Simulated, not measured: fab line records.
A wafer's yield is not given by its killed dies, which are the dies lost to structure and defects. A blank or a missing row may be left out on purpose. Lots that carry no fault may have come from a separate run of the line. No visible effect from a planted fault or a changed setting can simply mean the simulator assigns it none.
Struck lot and sound lot, side by side | flow nandHarc | 17 steps out of a route of 1302
Sound: wafers L860.2, L860.3, L860.4. Struck: wafers L875.1, L875.2, L875.6. The cause comes at the end.
Order at every step that has rows: each side's tool, ch and its chambers, its first start. Under that, the readings that differ: sound wafers | struck wafers | difference of the means | sigmas: that difference in standard deviations of wafers without a fault.
alike: same words and numbers on both sides, and readings whose means sit less than 2 such deviations apart. not compared: any withheld reading, any reading some wafer has no value for, any bound like >300 that may hide the same value, and any number with overlapping values for which the record gives no deviation.
Wherever a step has rows on one side only, a row that says differs or no value, or a row with sigmas, the two part there. Numbers that don't overlap but have no deviation are shown without sigmas and don't part them. A reading that every wafer of one side lacks parts them only if that side has two wafers or more.

NHARC_P_ZERO_WELL_CD_MEAS_11: the cd target is 500 nm.
  sound on cdSem-02 ch 0, day 1 21:18; struck on cdSem-03 ch 0, day 8 03:14
  alike: cdNm
then, 1 step without rows for these wafers: NHARC_P_ZERO_WELL_HARDBAKE_12 (time 65 s).
NHARC_P_ZERO_WELL_DESCUM_13: chemistry O2, time 3 s.
  sound on rieDiel-07 ch 1,2,3, day 1 21:27; struck on rieDiel-03 ch 0,1,2, day 8 03:35
  alike: drypumpMotorCurrentA, oesProductAu, rfVppV, showerheadPlenumPTorr, throttleValvePct
  not compared: rfHoursCounterH
NHARC_P_ZERO_WELL_ETCH_65: etches the open film in N2/H2, target depth 80 nm, overetch 24 nm, time 87.88 s.
  sound on rieDiel-07 ch 0,1,3, day 1 21:33; struck on rieDiel-03 ch 1,2, day 8 03:41
  alike: drypumpMotorCurrentA, h2FlowSccm, oesProductAu, rfVppV, showerheadPlenumPTorr, throttleValvePct
  not compared: rfHoursCounterH
NHARC_P_ZERO_WELL_ETCH_62: etches the open film in CHF3/Ar, target depth 13 nm, time 6.5 s.
  sound: rieDiel-07 ch 1,2,3; struck: rieDiel-03 ch 0,3
reading             | sound             | struck            | difference | sigmas
oesProductAu (a.u.) | 0.965 0.992 0.991 | 0.941 0.953 0.942 | -0.037     | -2
  alike: drypumpMotorCurrentA, rfVppV, showerheadPlenumPTorr, throttleValvePct
  not compared: rfHoursCounterH
NHARC_P_ZERO_WELL_ETCH_63: etches the open film in HBr/Cl2, target depth 120 nm, time 40.1 s.
  sound on rieSi-04 ch 1,2,3, day 1 21:43; struck on rieSi-03 ch 0,2,3, day 8 04:25
  alike: drypumpMotorCurrentA, heBacksideLeakSccm, oesProductAu, throttleValvePct
  not compared: rfHoursCounterH
then, 6 steps without rows for these wafers: NHARC_P_ZERO_WELL_STRIP_15 (strips in SPM, time 900 s); NHARC_P_ZERO_WELL_DEHYDRATE_16 (time 120 s); NHARC_P_ZERO_WELL_HMDS_17 (time 30 s); NHARC_P_ZERO_WELL_COAT_18; NHARC_P_ZERO_WELL_SOFTBAKE_19 (time 95 s); NHARC_P_ZERO_WELL_EBR_20.
NHARC_P_ZERO_WELL_EXPOSE_21: exposes mask P NWELL, target cd 720 nm.
  sound on krfScanner-01 ch 0, day 1 22:29; struck on krfScanner-01 ch 0, day 8 05:10
reading | sound                         | struck                        | difference | sigmas
mask    | P_NWELL#0 P_NWELL#0 P_NWELL#0 | P_PWELL#0 P_PWELL#0 P_PWELL#0 | differs    | 
then, 2 steps without rows for these wafers: NHARC_P_ZERO_WELL_PEB_22 (peb time 85 s); NHARC_P_ZERO_WELL_DEVELOP_23 (time 70 s).
NHARC_P_ZERO_WELL_CD_MEAS_24: the cd target is 720 nm.
  sound on cdSem-02 ch 0, day 1 22:38; struck on cdSem-01 ch 0, day 8 05:20
reading   | sound             | struck | difference                    | sigmas
cdNm (nm) | 717.7 718.7 716.9 | - - -  | no value on the struck wafers | 
then, 1 step without rows for these wafers: NHARC_P_ZERO_WELL_HARDBAKE_25 (time 80 s).

## WHERE THEY PART
First at NHARC_P_ZERO_WELL_ETCH_62; last, within this record, at NHARC_P_ZERO_WELL_CD_MEAS_24.

WHY: whatever the simulator had introduced
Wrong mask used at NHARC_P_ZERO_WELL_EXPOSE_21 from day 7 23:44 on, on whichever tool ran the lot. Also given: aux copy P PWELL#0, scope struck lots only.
